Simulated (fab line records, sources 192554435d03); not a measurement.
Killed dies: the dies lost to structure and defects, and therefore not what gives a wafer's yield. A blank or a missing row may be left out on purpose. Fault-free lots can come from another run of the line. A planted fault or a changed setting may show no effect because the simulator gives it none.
Chamber matching / flow n5 finfet / 4 sister chambers for N5_BEOL_M1_ETCH_74 on rie diel-06
The step etches underlayer in N2/H2, target depth 6.5 nm, time 5.2 s. 18 wafers are shown with their chamber, then 9 later ones without.

## WAFERS WITH THEIR CHAMBER
wafer=L077.2; chamber=0; showerhead plenum p Torr (Torr)=2.44; throttle valve pct (%)=17.57; drypump motor current A (A)=6.5
wafer=L077.3; chamber=2; showerhead plenum p Torr (Torr)=2.48; throttle valve pct (%)=18.25; drypump motor current A (A)=5.6
wafer=L077.4; chamber=3; showerhead plenum p Torr (Torr)=2.36; throttle valve pct (%)=17.64; drypump motor current A (A)=5.9
wafer=L080.1; chamber=2; showerhead plenum p Torr (Torr)=2.48; throttle valve pct (%)=18.25; drypump motor current A (A)=5.6
wafer=L080.2; chamber=3; showerhead plenum p Torr (Torr)=2.35; throttle valve pct (%)=17.64; drypump motor current A (A)=5.8
wafer=L080.3; chamber=0; showerhead plenum p Torr (Torr)=2.44; throttle valve pct (%)=17.61; drypump motor current A (A)=6.5
wafer=L082.2; chamber=3; showerhead plenum p Torr (Torr)=2.35; throttle valve pct (%)=17.64; drypump motor current A (A)=5.9
wafer=L082.3; chamber=2; showerhead plenum p Torr (Torr)=2.48; throttle valve pct (%)=18.28; drypump motor current A (A)=5.7
wafer=L082.6; chamber=3; showerhead plenum p Torr (Torr)=2.35; throttle valve pct (%)=17.68; drypump motor current A (A)=5.9
wafer=L083.1; chamber=0; showerhead plenum p Torr (Torr)=2.44; throttle valve pct (%)=17.60; drypump motor current A (A)=6.5
wafer=L083.3; chamber=1; showerhead plenum p Torr (Torr)=2.71; throttle valve pct (%)=17.83; drypump motor current A (A)=6.5
wafer=L083.6; chamber=2; showerhead plenum p Torr (Torr)=2.48; throttle valve pct (%)=18.28; drypump motor current A (A)=5.6
wafer=L085.4; chamber=2; showerhead plenum p Torr (Torr)=2.48; throttle valve pct (%)=18.24; drypump motor current A (A)=5.6
wafer=L085.5; chamber=1; showerhead plenum p Torr (Torr)=2.71; throttle valve pct (%)=17.83; drypump motor current A (A)=6.5
wafer=L085.6; chamber=0; showerhead plenum p Torr (Torr)=2.43; throttle valve pct (%)=17.62; drypump motor current A (A)=6.5
wafer=L086.2; chamber=1; showerhead plenum p Torr (Torr)=2.71; throttle valve pct (%)=17.83; drypump motor current A (A)=6.5
wafer=L086.4; chamber=0; showerhead plenum p Torr (Torr)=2.43; throttle valve pct (%)=17.61; drypump motor current A (A)=6.5
wafer=L086.6; chamber=3; showerhead plenum p Torr (Torr)=2.35; throttle valve pct (%)=17.66; drypump motor current A (A)=5.9

SIGNATURES, as means of the wafers listed above
reading=showerhead plenum p Torr; chamber 0=2.4360; chamber 1=2.7100; chamber 2=2.4800; chamber 3=2.3520; scatter within a chamber=0.00378
reading=throttle valve pct; chamber 0=17.6020; chamber 1=17.8300; chamber 2=18.2600; chamber 3=17.6520; scatter within a chamber=0.0172
reading=drypump motor current A; chamber 0=6.500; chamber 1=6.500; chamber 2=5.620; chamber 3=5.880; scatter within a chamber=0.0338
Rule: for each reading, subtract the chamber's mean from the wafer's reading, divide by that reading's scatter and square the result; add these up over the readings and take the root, which gives the wafer's distance from the chamber. If the next closest chamber is less than 2 further off than the closest, the wafer can't be placed; otherwise it belongs to the closest. The scatter: take each reading less its chamber's mean, square it, sum over the shown wafers, divide by the number of wafers less the number of chambers, and take the root.

## WAFERS WHOSE CHAMBER IS MISSING
wafer=L087.1; showerhead plenum p Torr (Torr)=2.35; throttle valve pct (%)=17.65; drypump motor current A (A)=5.9
wafer=L087.2; showerhead plenum p Torr (Torr)=2.43; throttle valve pct (%)=17.60; drypump motor current A (A)=6.5
wafer=L087.3; showerhead plenum p Torr (Torr)=2.71; throttle valve pct (%)=17.84; drypump motor current A (A)=6.5
wafer=L089.1; showerhead plenum p Torr (Torr)=2.43; throttle valve pct (%)=17.60; drypump motor current A (A)=6.5
wafer=L089.3; showerhead plenum p Torr (Torr)=2.35; throttle valve pct (%)=17.68; drypump motor current A (A)=5.9
wafer=L089.4; showerhead plenum p Torr (Torr)=2.35; throttle valve pct (%)=17.66; drypump motor current A (A)=5.9
wafer=L094.1; showerhead plenum p Torr (Torr)=2.47; throttle valve pct (%)=17.90; drypump motor current A (A)=5.6
wafer=L094.2; showerhead plenum p Torr (Torr)=2.70; throttle valve pct (%)=17.86; drypump motor current A (A)=6.5
wafer=L094.3; showerhead plenum p Torr (Torr)=2.43; throttle valve pct (%)=17.64; drypump motor current A (A)=6.5

## CHAMBER TAKEN BY EACH
wafer=L087.1; from the rows above=3; in truth=3
wafer=L087.2; from the rows above=0; in truth=0
wafer=L087.3; from the rows above=1; in truth=1
wafer=L089.1; from the rows above=0; in truth=0
wafer=L089.3; from the rows above=3; in truth=3
wafer=L089.4; from the rows above=3; in truth=3
wafer=L094.1; from the rows above=2; in truth=2
wafer=L094.2; from the rows above=1; in truth=1
wafer=L094.3; from the rows above=0; in truth=0
Correct placement for 9 of the 9. Left unplaced by these rows: 0. Wrongly placed: 0.
